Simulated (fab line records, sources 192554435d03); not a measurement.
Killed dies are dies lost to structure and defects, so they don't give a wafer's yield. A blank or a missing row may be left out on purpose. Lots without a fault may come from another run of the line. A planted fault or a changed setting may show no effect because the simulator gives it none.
fab line records | flow n5_finfet
record lots=6 wafers=18 last_day=17
route steps=1938 shown BEOL_M2@916 BEOL_M4@1111 PASSIVATION@1936
lots that met no fault: from a run of the same line without faults
start_h: hours from the record's first day to the start of the lot's first wafer shown | wait_h: hours since the lot's step before | " the same as in the row above | L1.1+2: a row that stands for several wafers | - no value, or no start given | * or withheld: withheld | < > ~ a bound
route shown NAME@n: a module of which the file shows steps, and the number in the route of the first | usual: mean/standard deviation of fault-free wafers | same: alike in all rows | chamber/n: place in a boat | sites: the reading at each site | _std_site: their standard deviation | _edge_site: outer sites' mean less inner sites' | radius_mm: how far each site lies from the wafer's centre | mask NAME#n: copy n | behind: the tool/chamber that last shaped the wafer | hold: why the lot was held/for how many hours/how that ended | device: the transistor (n, p or np) that didn't switch | end of line: the same wafers' tests at the end of the route | a step without rows: its recipe alone | killed: dies lost to structure and defects at the first sort, not the wafer's yield | map: a wafer's dies, x killed, . not, _ none there
set.NAME: the setting as run; set.NAME@STEP: as run at that earlier step | model.NAME: the simulator's own value behind a step, which no gauge read
lots at some steps of the route; a table a step, a row a wafer
services: from which hour (start_h, from the record's first day; less than 0 if before it) a tool's chamber was out of use, for how many hours, and why
## steps
# step N5_BEOL_M2_SPUTTER_92
# recipe material=Cu target_thk_a=45 temp_c=-20 chamber_pressure_pa=0.07 power_w=withheld time_s=8.29
# step N5_BEOL_M2_ANNEAL_93
# recipe temp_c=400 time_s=240 ambient=vacuum
# step N5_BEOL_M2_SPUTTER_94
# recipe material=Cu target_thk_a=45 temp_c=-20 chamber_pressure_pa=0.07 power_w=withheld time_s=8.29
# usual throttle_valve_pct=29.9/0.95
# columns lot.wafer tool chamber start_h wait_h throttle_valve_pct
L973.1 pvd_sputter-03 - 150.37 0.1 30.7
L973.3 " - " " 29.7
L973.4 " - " " 28.6
L975.1 pvd_sputter-03 - 156.78 0.1 29.5
L975.3 " - " " 31.6
L975.4 " - " " 28.3
L983.2 pvd_sputter-03 - 210.71 0.1 28.5
L983.3 " - " " 32.0
L983.6 " - " " 31.9
L984.3 pvd_sputter-03 - 213.99 0.1 30.5
L984.4 " - " " 28.7
L984.6 " - " " 31.7
L993.2 pvd_sputter-02 - 264.09 0.1 28.7
L993.5 " - " " 28.8
L993.6 " - " " 29.4
L994.1 pvd_sputter-02 - 268.36 0.1 28.9
L994.5 " - " " 29.2
L994.6 " - " " 28.6
# step N5_BEOL_M2_ANNEAL_95
# recipe temp_c=400 time_s=240 ambient=vacuum
# usual heater_power_w=834/68
# columns lot.wafer tool chamber start_h wait_h heater_power_w
L973.1 pvd_sputter-03 - 150.45 0.0 761
L973.3 " - " " 860
L973.4 " - " " 812
L975.1 pvd_sputter-03 - 156.86 0.0 877
L975.3 " - " " 793
L975.4 " - " " 805
L983.2 pvd_sputter-03 - 210.79 0.0 824
L983.3 " - " " 793
L983.6 " - " " 803
L984.3 pvd_sputter-03 - 214.07 0.0 790
L984.4 " - " " 810
L984.6 " - " " 817
L993.2 pvd_sputter-02 - 264.18 0.0 822
L993.5 " - " " 815
L993.6 " - " " 902
L994.1 pvd_sputter-02 - 268.45 0.0 838
L994.5 " - " " 782
L994.6 " - " " 830
# step N5_BEOL_M2_SPUTTER_96
# recipe material=Cu target_thk_a=45 temp_c=-20 chamber_pressure_pa=0.07 power_w=withheld time_s=8.29
# usual throttle_valve_pct=29.9/0.94
# columns lot.wafer tool chamber start_h wait_h throttle_valve_pct
L973.1 pvd_sputter-03 - 150.59 0.1 30.8
L973.3 " - " " 29.7
L973.4 " - " " 28.6
L975.1 pvd_sputter-03 - 157.00 0.1 29.4
L975.3 " - " " 31.7
L975.4 " - " " 28.4
L983.2 pvd_sputter-03 - 210.93 0.1 28.4
L983.3 " - " " 31.7
L983.6 " - " " 31.7
L984.3 pvd_sputter-03 - 214.21 0.1 30.5
L984.4 " - " " 28.4
L984.6 " - " " 31.6
L993.2 pvd_sputter-02 - 264.34 0.1 29.1
L993.5 " - " " 28.9
L993.6 " - " " 29.6
L994.1 pvd_sputter-02 - 268.61 0.1 29.1
L994.5 " - " " 29.5
L994.6 " - " " 28.3
# step N5_BEOL_M2_ECD_50
# recipe material=Cu target_thk_a=3000
# step N5_BEOL_M2_ANNEAL_51
# recipe temp_c=225 time_s=90 ambient=N2
# step N5_BEOL_M2_CMP_52
# recipe stop_on=SiOC t_overpolish_s=6.8 down_force_psi=1 platen_rpm=50 clearing_platen_down_force_psi=1.5 clearing_platen_rpm=50 post_cmp_clean=cu_alkaline target_thk_nm=40 clearing_platen_pad_velocity_m_s=0.99484 pad_velocity_m_s=0.99484
# step N5_BEOL_M2_THK_MEAS_53
# recipe thk_meas_gauge=xrf reads=Cu_of_BEOL_M2_ECD_50
# usual M2_THK=39.9/1.6
# columns lot.wafer tool chamber start_h wait_h M2_THK[nm]
L973.1 film_metro-01 - 151.55 - 40.4
L973.3 " - " " 39.2
L973.4 " - " " 40.4
L975.1 film_metro-01 - 157.79 - 40.6
L975.3 " - " " 39.4
L975.4 " - " " 41.9
L983.2 film_metro-02 - 211.72 - 43.0
L983.3 " - " " 38.0
L983.6 " - " " 42.2
L984.3 film_metro-01 - 215.00 - 39.3
L984.4 " - " " 40.3
L984.6 " - " " 39.6
L993.2 film_metro-01 - 265.13 - 41.3
L993.5 " - " " 43.2
L993.6 " - " " 40.5
L994.1 film_metro-02 - 269.41 - 41.2
L994.5 " - " " 41.5
L994.6 " - " " 40.2
# step N5_BEOL_M2_PRE_CLEAN_60
# recipe gas=NH3/H2 time_s=15 temp_c=* rf_power_w=300
# usual heater_power_outer_w=12/7.1 heater_power_w=73/11 rf_fwd_power_W=296.6/1.1
# columns lot.wafer tool chamber start_h wait_h heater_power_outer_w heater_power_w rf_fwd_power_W
L973.1 cvd_co-02 1 151.59 0.0 17 80 296.2
L973.3 " 0 " " 0 53 295.3
L973.4 " 2 " " 9 70 296.1
L975.1 cvd_co-02 1 157.83 0.0 17 79 297.0
L975.3 " 2 " " 10 70 297.1
L975.4 " 1 " " 17 82 297.3
L983.2 cvd_co-01 0 211.75 0.0 11 75 296.4
L983.3 " 2 " " 22 74 297.6
L983.6 " 2 " " 21 75 297.6
L984.3 cvd_co-02 2 215.04 0.0 10 72 296.0
L984.4 " 2 " " 10 72 294.7
L984.6 " 0 " " 0 53 297.0
L993.2 cvd_co-02 1 265.17 0.0 18 81 296.5
L993.5 " 2 " " 10 75 297.0
L993.6 " 1 " " 18 83 296.0
L994.1 cvd_co-01 2 269.45 0.0 22 76 297.1
L994.5 " 2 " " 22 75 296.7
L994.6 " 1 " " 17 84 295.9
# step N5_BEOL_M2_CO_CAP_55
# recipe material=Co target_thk_a=20 temp_c=200 precursor=CCTBA/H2 pressure_torr=30 time_s=102.1
# usual heater_power_outer_w=112/10 heater_power_w=221/15
# columns lot.wafer tool chamber start_h wait_h heater_power_outer_w heater_power_w
L973.1 cvd_co-02 1 151.63 0.0 119 229
L973.3 " 0 " " 94 190
L973.4 " 2 " " 112 219
L975.1 cvd_co-02 1 157.87 0.0 117 229
L975.3 " 2 " " 111 225
L975.4 " 1 " " 120 230
L983.2 cvd_co-01 0 211.79 0.0 113 232
L983.3 " 2 " " 127 226
L983.6 " 2 " " 125 224
L984.3 cvd_co-02 2 215.08 0.0 109 221
L984.4 " 2 " " 111 216
L984.6 " 0 " " 94 192
L993.2 cvd_co-02 1 265.21 0.0 121 231
L993.5 " 2 " " 112 216
L993.6 " 1 " " 119 237
L994.1 cvd_co-01 2 269.49 0.0 120 227
L994.5 " 2 " " 123 227
L994.6 " 1 " " 121 243
# step N5_BEOL_M2_PRE_CLEAN_56
# recipe gas=NH3 time_s=15 temp_c=withheld rf_power_w=300
# step N5_BEOL_M2_DEP_57
# recipe material=SiCN target_thk_a=80 temp_c=withheld precursor=3MS/NH3 pressure_torr=3 rf_w=202 time_s=14
# usual chamber_pressure_Torr=3.001/0.0058 rf_fwd_power_W=199.2/1.3 showerhead_plenum_p_Torr=3.669/0.016 throttle_valve_pct=9.0/0.35
# columns lot.wafer tool chamber start_h wait_h chamber_pressure_Torr rf_fwd_power_W showerhead_plenum_p_Torr throttle_valve_pct
L973.1 pecvd-03 0 151.74 0.0 3.002 197.0 3.654 8.9
L973.3 " 2 " " 3.003 197.0 3.673 9.0
L973.4 " 1 " " 2.988 199.4 3.660 9.0
L975.1 pecvd-02 0 157.98 0.0 3.015 200.5 3.672 8.8
L975.3 " 1 " " 3.001 200.4 3.680 9.4
L975.4 " 2 " " 2.996 198.7 3.703 9.2
L983.2 pecvd-02 0 211.92 0.0 - - - -
L983.3 " 0 " " - - - -
L983.6 " 0 " " - - - -
L984.3 pecvd-02 1 215.22 0.0 - - - -
L984.4 " 0 " " - - - -
L984.6 " 1 " " - - - -
L993.2 pecvd-02 2 265.33 0.0 3.010 198.4 3.697 8.5
L993.5 " 0 " " 3.005 201.0 3.682 8.7
L993.6 " 1 " " 2.991 201.0 3.668 9.6
L994.1 pecvd-02 0 269.61 0.0 3.006 200.3 3.667 8.8
L994.5 " 1 " " 3.009 201.1 3.690 9.3
L994.6 " 0 " " 3.003 199.1 3.679 8.9
# step N5_BEOL_M4_RC_MEAS_101
# usual DIBL_N=36.0/1.7 DIBL_P=36.0/2 IOFF_N=0.156/0.028 IOFF_P=0.21/0.04 ION_N=673/12 ION_P=463/8.3 SS_N=71.4/0.6 SS_P=73.3/0.66 VT_N=250/3 VT_P=-250/3.8
# columns lot.wafer tool chamber start_h wait_h DIBL_N[mV/V] DIBL_P[mV/V] IOFF_N[nA/um] IOFF_P[nA/um] ION_N[uA/um] ION_P[uA/um] SS_N[mV/dec] SS_P[mV/dec] VT_N[mV] VT_P[mV]
L973.1 prober-01 0 173.37 0.0 36.9 36.3 0.148 0.22 661 457 72.5 72.9 253 -252
L973.3 " 0 " " 37.2 36.3 0.176 0.23 684 467 71.7 73.3 247 -249
L973.4 " 0 " " 36.2 36.1 0.156 0.22 675 467 71.7 72.9 249 -248
L975.1 prober-02 0 179.40 0.3 35.9 35.2 0.134 0.17 681 460 71.6 73.2 256 -254
L975.3 " 0 " " 35.1 34.5 0.127 0.17 660 450 71.4 72.9 254 -255
L975.4 " 0 " " 37.7 37.4 0.168 0.19 671 462 71.4 73.2 253 -254
L993.2 prober-02 0 296.77 0.2 36.9 37.8 0.172 0.25 665 457 71.5 73.4 248 -247
L993.5 " 0 " " 34.1 34.9 0.133 0.20 667 469 70.3 73.2 250 -247
L993.6 " 0 " " 35.9 36.5 0.173 0.23 667 461 71.0 73.6 246 -245
L994.1 prober-01 0 298.51 0.0 33.8 32.2 0.107 0.14 638 443 71.5 72.4 257 -259
L994.5 " 0 " " 33.1 31.8 0.107 0.13 661 452 71.0 71.8 255 -258
L994.6 " 0 " " 36.6 36.4 0.147 0.18 663 455 71.3 73.4 253 -255
# step N5_PASSIVATION_PROBE_49
# usual defect_limited_yield=91.6/1.6 killed_at_M0_to_M3=31/10 killed_at_M4_up=14/6.3 killed_at_contacts=12/6.1 killed_at_front_end=39/12 killed_at_other=3.7/2.8 killed_dies=100/19 killed_on_rim=13/4.2 killed_open=66/14 killed_short=33/8.1 sort_bin_5_function=5.0/1.1 sort_bin_6_memory=3.2/0.66 sort_bin_8_speed=0.01/0.077 sort_n_pass=1080/18 sort_yield_pct=91.6/1.6
# same gross_dies=1180 killed_at_back_side=0 sort_bin_4_leakage[%]=0
# columns lot.wafer tool chamber start_h wait_h defect_limited_yield[%] killed_at_M0_to_M3 killed_at_M4_up killed_at_contacts killed_at_front_end killed_at_other killed_dies killed_on_rim killed_open killed_short sort_bin_5_function[%] sort_bin_6_memory[%] sort_bin_8_speed[%] sort_n_pass sort_yield_pct[%]
L975.1 prober-02 - 280.45 0.0 93.7 22 11 15 24 2 74 8 51 23 4.2 1.9 0 1106 93.7
L975.3 prober-02 - 280.55 0.1 91.7 21 13 10 53 1 98 14 72 26 3.8 4.2 0 1082 91.7
L975.4 prober-02 - 280.60 0.2 92.8 21 18 11 31 4 85 5 52 33 3.7 3.3 0 1095 92.8
L973.1 prober-01 - 286.79 0.0 90.2 64 12 9 25 6 116 16 69 45 6.0 3.6 0 1064 90.2
L973.3 prober-01 - 286.89 0.1 90.8 61 5 11 27 5 109 18 76 33 5.5 3.5 0 1071 90.8
L984.3 prober-02 - 339.11 0.1 0 1111 12 11 41 5 1180 152 64 41 97.0 2.6 0 0 0
L984.4 prober-02 - 339.16 0.2 0 1116 8 12 40 4 1180 152 53 44 95.8 3.6 0 0 0
L984.6 prober-02 - 339.26 0.3 0 1114 18 3 42 3 1180 152 57 36 95.8 3.8 0 0 0
L983.2 prober-01 - 339.29 0.1 0 1120 16 14 20 10 1180 152 62 31 96.3 3.6 0 0 0
L983.3 prober-01 - 339.34 0.1 0 1108 19 8 33 12 1180 152 67 36 96.4 3.3 0 0 0
L983.6 prober-01 - 339.49 0.3 0 1110 20 9 38 3 1180 152 53 35 96.4 3.3 0 0 0
L993.2 prober-02 - 406.43 0.1 92.7 21 17 19 24 5 86 17 58 27 4.0 2.8 0 1094 92.7
L993.5 prober-02 - 406.58 0.2 93.2 17 14 24 24 1 80 10 54 23 4.0 2.5 0 1100 93.2
L993.6 prober-02 - 406.63 0.3 91.9 32 17 11 35 1 96 15 57 37 4.7 2.9 0 1084 91.9
# killed by level:class
L975.1 MOL_CONTACT_COAG:geometric_particle:open=13 BEOL_M4:geometric_particle:open=8 STI_FIN_REVEAL:geometric_particle:open=7 BEOL_M2:geometric_particle:open=7 BEOL_M0_SAQP:geometric_particle:short=6 BEOL_M0_SAQP:geometric_particle:open=6 STARTING-WAFER:geometric_particle:short=6 FIN_SAQP:geometric_particle:short=4
L975.3 STI_FIN_REVEAL:geometric_particle:open=29 MOL_CONTACT_COAG:geometric_particle:open=8 BEOL_M2:geometric_particle:open=8 STI_FIN_REVEAL:geometric_particle:short=7 BEOL_M0_SAQP:geometric_particle:open=5 STARTING-WAFER:geometric_particle:short=5 DUMMY_GATE:geometric_particle:open=4 BEOL_M1:geometric_particle:open=3
L975.4 STI_FIN_REVEAL:geometric_particle:open=11 BEOL_M4:geometric_particle:open=9 GATE_CUT:geometric_particle:short=8 FIN_SAQP:geometric_particle:open=6 MOL_CONTACT_COAG:geometric_particle:open=6 MOL_CONTACT_COAG:geometric_particle:short=5 BEOL_M0_SAQP:geometric_particle:open=4 BEOL_M2:geometric_particle:open=4
L973.1 BEOL_M0_SAQP:geometric_particle:short=20 BEOL_M0_SAQP:geometric_particle:open=13 BEOL_M3:geometric_particle:open=10 STI_FIN_REVEAL:geometric_particle:open=7 MOL_CONTACT_COAG:geometric_particle:open=6 BEOL_M1:geometric_particle:open=6 GATE_CUT:geometric_particle:short=5 BEOL_M2:geometric_particle:open=4
L973.3 BEOL_M0_SAQP:geometric_particle:open=17 BEOL_M2:geometric_particle:open=12 BEOL_M0_SAQP:geometric_particle:short=11 MOL_CONTACT_COAG:geometric_particle:open=10 FIN_SAQP:geometric_particle:short=7 BEOL_M1:geometric_particle:open=7 FIN_SAQP:geometric_particle:open=6 BEOL_M3:geometric_particle:open=6
L984.3 BEOL_M2:area_dep=1075 GATE_CUT:geometric_particle:short=10 FIN_SAQP:geometric_particle:short=9 BEOL_M0_SAQP:geometric_particle:short=8 MOL_CONTACT_COAG:geometric_particle:open=8 BEOL_M2:geometric_particle:open=7 BEOL_M1:geometric_particle:open=6 BEOL_M3:geometric_particle:open=5
L984.4 BEOL_M2:area_dep=1083 MOL_CONTACT_COAG:geometric_particle:open=10 GATE_CUT:geometric_particle:short=9 BEOL_M0_SAQP:geometric_particle:short=8 FIN_SAQP:geometric_particle:short=7 FIN_SAQP:geometric_particle:open=5 BEOL_M0:geometric_particle:short=5 BEOL_M2:geometric_particle:open=5
L984.6 BEOL_M2:area_dep=1087 GATE_CUT:geometric_particle:short=11 BEOL_M2:geometric_particle:open=10 FIN_SAQP:geometric_particle:short=8 BEOL_M4:geometric_particle:open=7 GATE_CUT:geometric_particle:open=6 BEOL_M0_SAQP:geometric_particle:open=5 DUMMY_GATE:geometric_particle:open=4
L983.2 BEOL_M2:area_dep=1086 BEOL_M2:geometric_particle:open=17 MOL_CONTACT_COAG:geometric_particle:open=11 BEOL_M4:geometric_particle:open=7 GATE_CUT:geometric_particle:short=5 FIN_SAQP:geometric_particle:short=3 MOL_CONTACT_COAG:geometric_particle:short=3 BEOL_M0_SAQP:geometric_particle:open=3
L983.3 BEOL_M2:area_dep=1076 BEOL_M2:geometric_particle:open=10 BEOL_M4:geometric_particle:open=9 FIN_SAQP:geometric_particle:short=7 FIN_SAQP:geometric_particle:open=7 MOL_CONTACT_COAG:geometric_particle:open=7 DUMMY_GATE:geometric_particle:open=5 BEOL_M1:geometric_particle:open=5
L983.6 BEOL_M2:area_dep=1092 BEOL_M4:geometric_particle:open=10 FIN_SAQP:geometric_particle:short=9 FIN_SAQP:geometric_particle:open=7 STI_FIN_REVEAL:geometric_particle:open=6 MOL_CONTACT_COAG:geometric_particle:open=5 BEOL_M2:geometric_particle:open=5 GATE_CUT:geometric_particle:short=4
L993.2 MOL_CONTACT_COAG:geometric_particle:open=13 BEOL_M4:geometric_particle:open=8 MOL_CONTACT_COAG:geometric_particle:short=6 BEOL_M3:geometric_particle:open=6 DUMMY_GATE:geometric_particle:open=4 FIN_SAQP:geometric_particle:open=3 STI_FIN_REVEAL:geometric_particle:open=3 GATE_CUT:geometric_particle:short=3
L993.5 MOL_CONTACT_COAG:geometric_particle:open=21 BEOL_M4:geometric_particle:open=8 BEOL_M0_SAQP:geometric_particle:short=5 DUMMY_GATE:geometric_particle:open=4 BEOL_M0_SAQP:geometric_particle:open=4 FIN_SAQP:geometric_particle:short=3 ILD0:geometric_particle:short=3 MOL_CONTACT_COAG:geometric_particle:short=3
L993.6 FIN_SAQP:geometric_particle:short=10 MOL_CONTACT_COAG:geometric_particle:open=10 BEOL_M0_SAQP:geometric_particle:open=9 BEOL_M2:geometric_particle:open=9 BEOL_M0_SAQP:geometric_particle:short=8 STI_FIN_REVEAL:geometric_particle:open=7 STARTING-WAFER:geometric_particle:short=6 BEOL_M5:geometric_particle:open=4
# map L983.2 (x killed, . not)
_________________xxxxxxxxxxxx________________
______________xxxxxxxxxxxxxxxxxx_____________
___________xxxxxxxxxxxxxxxxxxxxxxxx__________
__________xxxxxxxxxxxxxxxxxxxxxxxxxx_________
________xxxxxxxxxxxxxxxxxxxxxxxxxxxxxx_______
_______xxxxxxxxxxxxxxxxxxxxxxxxxxxxxxxx______
______xxxxxxxxxxxxxxxxxxxxxxxxxxxxxxxxxx_____
_____xxxxxxxxxxxxxxxxxxxxxxxxxxxxxxxxxxxx____
____xxxxxxxxxxxxxxxxxxxxxxxxxxxxxxxxxxxxxx___
___xxxxxxxxxxxxxxxxxxxxxxxxxxxxxxxxxxxxxxxx__
___xxxxxxxxxxxxxxxxxxxxxxxxxxxxxxxxxxxxxxxx__
__xxxxxxxxxxxxxxxxxxxxxxxxxxxxxxxxxxxxxxxxxx_
__xxxxxxxxxxxxxxxxxxxxxxxxxxxxxxxxxxxxxxxxxx_
_xxxxxxxxxxxxxxxxxxxxxxxxxxxxxxxxxxxxxxxxxxxx
_xxxxxxxxxxxxxxxxxxxxxxxxxxxxxxxxxxxxxxxxxxxx
_xxxxxxxxxxxxxxxxxxxxxxxxxxxxxxxxxxxxxxxxxxxx
_xxxxxxxxxxxxxxxxxxxxxxxxxxxxxxxxxxxxxxxxxxxx
_xxxxxxxxxxxxxxxxxxxxxxxxxxxxxxxxxxxxxxxxxxxx
_xxxxxxxxxxxxxxxxxxxxxxxxxxxxxxxxxxxxxxxxxxxx
_xxxxxxxxxxxxxxxxxxxxxxxxxxxxxxxxxxxxxxxxxxxx
_xxxxxxxxxxxxxxxxxxxxxxxxxxxxxxxxxxxxxxxxxxxx
__xxxxxxxxxxxxxxxxxxxxxxxxxxxxxxxxxxxxxxxxxx_
__xxxxxxxxxxxxxxxxxxxxxxxxxxxxxxxxxxxxxxxxxx_
___xxxxxxxxxxxxxxxxxxxxxxxxxxxxxxxxxxxxxxxx__
___xxxxxxxxxxxxxxxxxxxxxxxxxxxxxxxxxxxxxxxx__
____xxxxxxxxxxxxxxxxxxxxxxxxxxxxxxxxxxxxxx___
_____xxxxxxxxxxxxxxxxxxxxxxxxxxxxxxxxxxxx____
______xxxxxxxxxxxxxxxxxxxxxxxxxxxxxxxxxx_____
_______xxxxxxxxxxxxxxxxxxxxxxxxxxxxxxxx______
________xxxxxxxxxxxxxxxxxxxxxxxxxxxxxx_______
__________xxxxxxxxxxxxxxxxxxxxxxxxxx_________
___________xxxxxxxxxxxxxxxxxxxxxxxx__________
______________xxxxxxxxxxxxxxxxxx_____________
_________________xxxxxxxxxxxx________________
# map L984.3 (x killed, . not)
_________________xxxxxxxxxxxx________________
______________xxxxxxxxxxxxxxxxxx_____________
___________xxxxxxxxxxxxxxxxxxxxxxxx__________
__________xxxxxxxxxxxxxxxxxxxxxxxxxx_________
________xxxxxxxxxxxxxxxxxxxxxxxxxxxxxx_______
_______xxxxxxxxxxxxxxxxxxxxxxxxxxxxxxxx______
______xxxxxxxxxxxxxxxxxxxxxxxxxxxxxxxxxx_____
_____xxxxxxxxxxxxxxxxxxxxxxxxxxxxxxxxxxxx____
____xxxxxxxxxxxxxxxxxxxxxxxxxxxxxxxxxxxxxx___
___xxxxxxxxxxxxxxxxxxxxxxxxxxxxxxxxxxxxxxxx__
___xxxxxxxxxxxxxxxxxxxxxxxxxxxxxxxxxxxxxxxx__
__xxxxxxxxxxxxxxxxxxxxxxxxxxxxxxxxxxxxxxxxxx_
__xxxxxxxxxxxxxxxxxxxxxxxxxxxxxxxxxxxxxxxxxx_
_xxxxxxxxxxxxxxxxxxxxxxxxxxxxxxxxxxxxxxxxxxxx
_xxxxxxxxxxxxxxxxxxxxxxxxxxxxxxxxxxxxxxxxxxxx
_xxxxxxxxxxxxxxxxxxxxxxxxxxxxxxxxxxxxxxxxxxxx
_xxxxxxxxxxxxxxxxxxxxxxxxxxxxxxxxxxxxxxxxxxxx
_xxxxxxxxxxxxxxxxxxxxxxxxxxxxxxxxxxxxxxxxxxxx
_xxxxxxxxxxxxxxxxxxxxxxxxxxxxxxxxxxxxxxxxxxxx
_xxxxxxxxxxxxxxxxxxxxxxxxxxxxxxxxxxxxxxxxxxxx
_xxxxxxxxxxxxxxxxxxxxxxxxxxxxxxxxxxxxxxxxxxxx
__xxxxxxxxxxxxxxxxxxxxxxxxxxxxxxxxxxxxxxxxxx_
__xxxxxxxxxxxxxxxxxxxxxxxxxxxxxxxxxxxxxxxxxx_
___xxxxxxxxxxxxxxxxxxxxxxxxxxxxxxxxxxxxxxxx__
___xxxxxxxxxxxxxxxxxxxxxxxxxxxxxxxxxxxxxxxx__
____xxxxxxxxxxxxxxxxxxxxxxxxxxxxxxxxxxxxxx___
_____xxxxxxxxxxxxxxxxxxxxxxxxxxxxxxxxxxxx____
______xxxxxxxxxxxxxxxxxxxxxxxxxxxxxxxxxx_____
_______xxxxxxxxxxxxxxxxxxxxxxxxxxxxxxxx______
________xxxxxxxxxxxxxxxxxxxxxxxxxxxxxx_______
__________xxxxxxxxxxxxxxxxxxxxxxxxxx_________
___________xxxxxxxxxxxxxxxxxxxxxxxx__________
______________xxxxxxxxxxxxxxxxxx_____________
_________________xxxxxxxxxxxx________________
## services
# columns tool chamber start_h hours kind
pecvd-03 0 188.27 5.0 repair
pecvd-02 2 191.46 2.1 scheduled_down
pecvd-03 0 202.08 2.1 scheduled_down
pecvd-02 - 206.05 3.1 repair
pecvd-02 2 215.16 - clean
pecvd-02 2 215.16 - consumable_replace:showerhead
pecvd-02 2 215.16 29.0 scheduled_down
pecvd-02 2 215.16 29.0 vent_cycle
pecvd-02 - 217.20 2.8 pm
pecvd-03 - 230.62 5.5 pm
pecvd-02 1 235.00 3.7 repair
cvd_co-01 1 257.55 8.4 repair
pecvd-02 2 267.67 5.0 scheduled_down
## key
first_sign step=N5_BEOL_M2_DEP_57 reading=tool_record direction=missing
effect step=N5_PASSIVATION_PROBE_49 reading=killed_at_M0_to_M3 direction=up sigmas=99+ usual=31 struck=1113
more_kills_born_at N5_BEOL_M2_DEP_57@pecvd-02=6499
met_at N5_BEOL_M2_DEP_57
struck_wafers L983.2,L983.3,L983.6,L984.3,L984.4,L984.6
later_rows_left_out L983.2,L983.3,L983.6,L984.3,L984.4,L984.6
onset_between 157.98 211.92
fault kind=skipped_step_whole tool=pecvd-02 chamber=- onset_h=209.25 steps=N5_BEOL_M2_DEP_57 scope=struck_lots_only
# later_rows_left_out: the simulator's readings of these wafers behind a module that went badly wrong aren't trusted and aren't shown, but for the sort
